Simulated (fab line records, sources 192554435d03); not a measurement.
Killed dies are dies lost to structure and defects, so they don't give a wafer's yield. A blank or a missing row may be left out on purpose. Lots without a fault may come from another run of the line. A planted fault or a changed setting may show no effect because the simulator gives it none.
Chamber matching | flow n5_finfet | N5_BEOL_M0_SAQP_SPACER1_ALD_98 on ald_sin-02: 4 sister chambers
The step deposits SiO2, target thk 12.8 nm, pulse time 1 s, purge time 2 s. 8 wafers are shown with their chamber, then 8 later ones without.

WAFERS WITH THEIR CHAMBER
wafer  | chamber | heater_power_w (W) | precursor_pulse_height_rel
L078.3 | 3       | 511                | 1.003
L083.3 | 0       | 415                | 0.999
L083.5 | 2       | 541                | 0.986
L083.6 | 1       | 573                | 0.995
L087.1 | 2       | 531                | 0.995
L087.2 | 3       | 526                | 1.019
L087.3 | 1       | 563                | 0.976
L086.3 | 0       | 410                | 0.994

WAFERS WITHOUT THEIR CHAMBER
wafer  | heater_power_w (W) | precursor_pulse_height_rel
L086.4 | 521                | 1.017
L086.6 | 569                | 0.992
L088.1 | 532                | 1.018
L088.4 | 531                | 1.016
L088.6 | 524                | 1.005
L097.1 | 523                | 0.987
L097.2 | 525                | 1.030
L097.3 | 407                | 1.006

WHICH CHAMBER EACH WENT THROUGH
wafer  | from the rows above     | in truth
L086.4 | 3                       | 3
L086.6 | 1                       | 1
L088.1 | can't be placed: 3 or 2 | 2
L088.4 | can't be placed: 3 or 2 | 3
L088.6 | can't be placed: 3 or 2 | 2
L097.1 | can't be placed: 2 or 3 | 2
L097.2 | 3                       | 3
L097.3 | 0                       | 0
Placed correctly: 4 of 8. Can't be placed from these rows: 4 (the true chamber is among the candidates in 4). Placed wrongly: 0.
How it was worked out, from the rows above alone: a wafer's distance from a chamber is the root of the sum, over the readings, of the square of ((its reading less the chamber's mean) divided by the reading's scatter). The wafer belongs to the nearest chamber; if the next one is less than 2 further off, it can't be placed. A chamber's mean is the mean of its shown wafers. The scatter: the root of (the sum of the squares of (reading less its chamber's mean) over the shown wafers, divided by (wafers less chambers)).
